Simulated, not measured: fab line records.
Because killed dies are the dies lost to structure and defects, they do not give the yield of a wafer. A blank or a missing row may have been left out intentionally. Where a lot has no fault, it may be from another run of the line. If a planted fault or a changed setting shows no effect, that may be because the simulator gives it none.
A struck lot beside a sound one + flow nand_harc + 15 out of 1159 route steps
Sound: the wafers L791.2, L791.3, L791.5. Wafers L805.3, L805.4, L805.5 were the ones struck. The cause is named last.
At each step with rows: each side's tool, then ch and its chambers, then its first start. Under that, the readings that differ: sound wafers + struck wafers + difference of the means + sigmas: that difference in standard deviations of wafers without a fault.
alike: readings with means less than 2 such deviations apart, plus words and numbers identical on both sides. not compared: withheld readings, readings lacking a value on some wafer, bounds such as >300 that could conceal the same value, and numbers that have no deviation in the record and whose values overlap.
A row with sigmas, a row that says differs or no value, or rows on one side alone: a step with any of these is where the two part. Numbers that don't overlap but have no deviation are shown without sigmas and don't part them. A reading that every wafer of one side lacks parts them only if that side has two wafers or more.

first, 1 step without rows for these wafers: NHARC_P_ZERO_WELL_HARDBAKE_53 (time 80 s).
NHARC_P_ZERO_WELL_DESCUM_54: chemistry O2, time 3 s.
  sound on rie_diel-12 ch 1,2,3, day 2 00:06; struck on rie_diel-11 ch 1,3, day 5 12:04
  alike: drypump_motor_current_A, oes_product_au, rf_vpp_V, showerhead_plenum_p_Torr, throttle_valve_pct
  not compared: rf_hours_counter_h
then, 5 steps without rows for these wafers: NHARC_P_ZERO_WELL_IMPLANT_55; NHARC_P_ZERO_WELL_IMPLANT_61; NHARC_P_ZERO_WELL_STRIP_56 (strips in SPM, time 840 s); NHARC_P_ZERO_WELL_PRECLEAN_68 (cleans in SC1, time 60 s); NHARC_P_ZERO_WELL_SRD_69.
NHARC_P_ZERO_WELL_RTA_42: time 300 s.
  sound on rtp_anneal-02 ch 0, day 2 01:11; struck on rtp_anneal-02 ch 0, day 5 13:16
  alike: lamp_power_pct, wafer_temp_C_max
NHARC_P_ZERO_WELL_INSPECT_43:
  sound on defect_inspect-02 at day 2 01:46; struck on defect_inspect-02 at day 5 13:44
| reading          | sound    | struck | difference | sigmas |
|------------------|----------|--------|------------|--------|
| raw_defect_count | 39 19 26 | 9 9 6  | -20        | -3     |
then, 3 steps without rows for these wafers: NHARC_P_STI_ETCH_26 (etches SiO2 in dHF, target depth 11 nm); NHARC_P_STI_PRECLEAN_27 (cleans in SC1); NHARC_P_STI_SRD_28.
NHARC_P_STI_OXIDE_29: material SiO2, target thk 10 nm, ox time 1362 s.
  sound on furnace-06 ch 0, day 2 02:16; struck on furnace-06 ch 0, day 6 06:08
  alike: spike_tc_upper_C
then, 1 step without rows for these wafers: NHARC_P_STI_HM_DEP_30 (deposits Si3N4, target thk 80 nm, time 873 s).
-- the record jumps here: 18 days lie between the struck wafers' starts before and after (it left off in module P_STI and takes up again in module END, whose first step shown is number 1159 of the route) --
NHARC_END_SORT_01:
  at this point the record logs the struck wafers (prober-02 ch 0, day 24 02:45) and has no rows for the sound ones

== WHERE THEY PART ==
At NHARC_P_ZERO_WELL_INSPECT_43 first; at NHARC_END_SORT_01 last (within this record only).

WHY: what had been put in by the simulator
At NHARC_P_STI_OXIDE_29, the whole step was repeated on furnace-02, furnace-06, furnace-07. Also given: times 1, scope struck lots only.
